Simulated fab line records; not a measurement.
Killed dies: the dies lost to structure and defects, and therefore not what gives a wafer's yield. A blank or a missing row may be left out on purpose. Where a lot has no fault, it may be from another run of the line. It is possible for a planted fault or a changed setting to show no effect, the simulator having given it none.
Split-lot study -- flow n5 finfet -- on a route of 1938 steps: 7 lots, 39 wafers read

ON THE SPLIT
At N5_BEOL_M8_DESCUM_33 (chemistry O2, time 7 s), the setting time s was moved away from the recipe's 7 s on 15 of the 39 wafers read, by -38.4% to +53.1%. This setting was run at the recipe's value on the other wafers.

THE PATH FROM SPLIT TO READING: the file shows 1 step between them
- N5_BEOL_M8_ETCH_72: etches underlayer in N2/H2, target depth 6.5 nm, time 5.2 s

THE READING
BEOL_M8.cd nm (the simulator's own value, which no gauge read), in nm, at N5_BEOL_M8_ETCH_65 (etches SiARC in CF4, target depth 15.6 nm, time 26 s). No usual value for it is given in the file. Average 40.0 nm, standard deviation 0.14 nm, over the 24 wafers here run with the recipe.

wafer,"tool, chamber at the split","time s as run, s",against the recipe,"BEOL_M8.cd nm, nm",against lot-mates on the recipe
L085.2,"rie diel-06, 3",7,recipe,40,-
L085.3,"rie diel-06, 0",7,recipe,40,-
L085.6,"rie diel-06, 0",7,recipe,39.8,-
L087.1,"rie diel-01, 0,2",7,recipe,39.8,-
L087.2,"rie diel-01, 1,0",4.315,-38.4%,39.6,-0.3
L087.5,"rie diel-01, 1,0",4.315,-38.4%,39.6,-0.3
L087.3,"rie diel-01, 0,2",7,recipe,40,-
L087.4,"rie diel-01, 3",7,recipe,40,-
L087.6,"rie diel-01, 3",4.315,-38.4%,39.4,-0.5
L088.1,"rie diel-01, 2",7,recipe,40,-
L088.2,"rie diel-01, 1,1,0",10.57,+51.0%,40.4,+0.5
L088.5,"rie diel-01, 1,1,0",10.57,+51.0%,40.4,+0.5
L088.3,"rie diel-01, 3",7,recipe,39.8,-
L088.4,"rie diel-01, 0",7,recipe,39.8,-
L088.6,"rie diel-01, 1,1,0",10.57,+51.0%,40.4,+0.5
L090.1,"rie diel-06, 1",4.711,-32.7%,39.6,-0.5
L090.6,"rie diel-06, 3",4.711,-32.7%,39.6,-0.5
L090.2,"rie diel-06, 3,0",7,recipe,40,-
L090.3,"rie diel-06, 3,0",7,recipe,40,-
L090.4,"rie diel-06, 2",4.711,-32.7%,39.8,-0.3
L090.5,"rie diel-06, 0",7,recipe,40.2,-
L089.1,"rie diel-06, 1,2,3",10.72,+53.1%,40.4,+0.3
L089.2,"rie diel-06, 2,0",7,recipe,40.2,-
L089.3,"rie diel-06, 2,0",7,recipe,40,-
L089.4,"rie diel-06, 3",7,recipe,40,-
L089.5,"rie diel-06, 1,2,3",10.72,+53.1%,40.6,+0.5
L089.6,"rie diel-06, 1,2,3",10.72,+53.1%,40.6,+0.5
L093.1,"rie diel-06, 0,1,3,2",7,recipe,39.8,-
L093.2,"rie diel-06, 0,1,3,2",7,recipe,39.8,-
L093.3,"rie diel-06, 0,1,3,2",7,recipe,40.2,-
L093.4,"rie diel-06, 2,3",7,recipe,40.2,-
L093.5,"rie diel-06, 2,3",7,recipe,40.2,-
L093.6,"rie diel-06, 0,1,3,2",7,recipe,40,-
L094.1,"rie diel-06, 2,3,0",7,recipe,40,-
L094.4,"rie diel-06, 2,3,0",7,recipe,40,-
L094.2,"rie diel-06, 1,2,1",8.825,+26.1%,40.2,+0.1
L094.6,"rie diel-06, 1,2,1",8.825,+26.1%,40.2,+0.1
L094.3,"rie diel-06, 2,3,0",7,recipe,40.2,-
L094.5,"rie diel-06, 1,2,1",8.825,+26.1%,40.4,+0.3
Rows listing several chambers each stand for several wafers; the file does not say which wafer went through which chamber.

FIT RESULTS
A straight line over all 39 wafers: BEOL_M8.cd nm changes by +0.00987 nm for each +1% of time s; r = +0.89; the points scatter about the line by 0.13 nm.
The same after taking each lot's own level away (the mean of its wafers on the recipe; 39 wafers): +0.01 nm for each +1%; r = +0.91; scatter 0.12 nm.
Per that fit: largest time s move, reading shift of 0.53 nm.
Measured against the standard deviation above, the lots' own levels, which go from 39.87 to 40.07 nm, span 1.4 times it.
The two slopes are in agreement: the lot-to-lot level therefore moves the slope only a little.
Check: with one of the wafers moved furthest among these (+53.1%) left out of the fit, the line predicts +0.542 nm for it against its lot-mates. Against them it came out at +0.333 nm.

OTHER SPLITS APPLIED TO THESE WAFERS
Before the reading, these wafers also passed through other splits. Each is held against what the fit with the lots' levels taken away leaves over:
other split on the same wafers,wafers away from the commonest value,r with BEOL_M8.cd nm (lot level and that fit taken away)
N5_BEOL_M1_TRENCH_ETCH_37 time s,12,+0.05
N5_BEOL_M4_ETCH_64 time s,12,-0.13

THE WHOLE CHAIN: every reading that the file lists as answering this split, in the file's order
step,what it does,reading,change (the file's fit),r (the file's)
N5_BEOL_M8_DESCUM_33,"chemistry O2, time 7 s","CAR-EUV_of_BEOL_M8_COAT_22.thk nm (the simulator's own value, which no gauge read)",-0.0345 nm for each +1% of the setting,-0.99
N5_BEOL_M8_DESCUM_33,"chemistry O2, time 7 s","BEOL_M8.cd nm (the simulator's own value, which no gauge read)",+0.00859 nm for each +1% of the setting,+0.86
N5_BEOL_M8_ETCH_72,"etches underlayer in N2/H2, target depth 6.5 nm, time 5.2 s","BEOL_M8.cd nm (the simulator's own value, which no gauge read)",+0.0103 nm for each +1% of the setting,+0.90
N5_BEOL_M8_ETCH_65,"etches SiARC in CF4, target depth 15.6 nm, time 26 s","CAR-EUV_of_BEOL_M8_COAT_22.thk nm (the simulator's own value, which no gauge read)",-0.0356 nm for each +1% of the setting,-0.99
N5_BEOL_M8_ETCH_65,"etches SiARC in CF4, target depth 15.6 nm, time 26 s","BEOL_M8.cd nm (the simulator's own value, which no gauge read)",+0.00991 nm for each +1% of the setting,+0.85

THE FILE'S OWN FIT
BEOL_M8.cd nm changes by +0.00991 nm for each +1% of time s, r = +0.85.
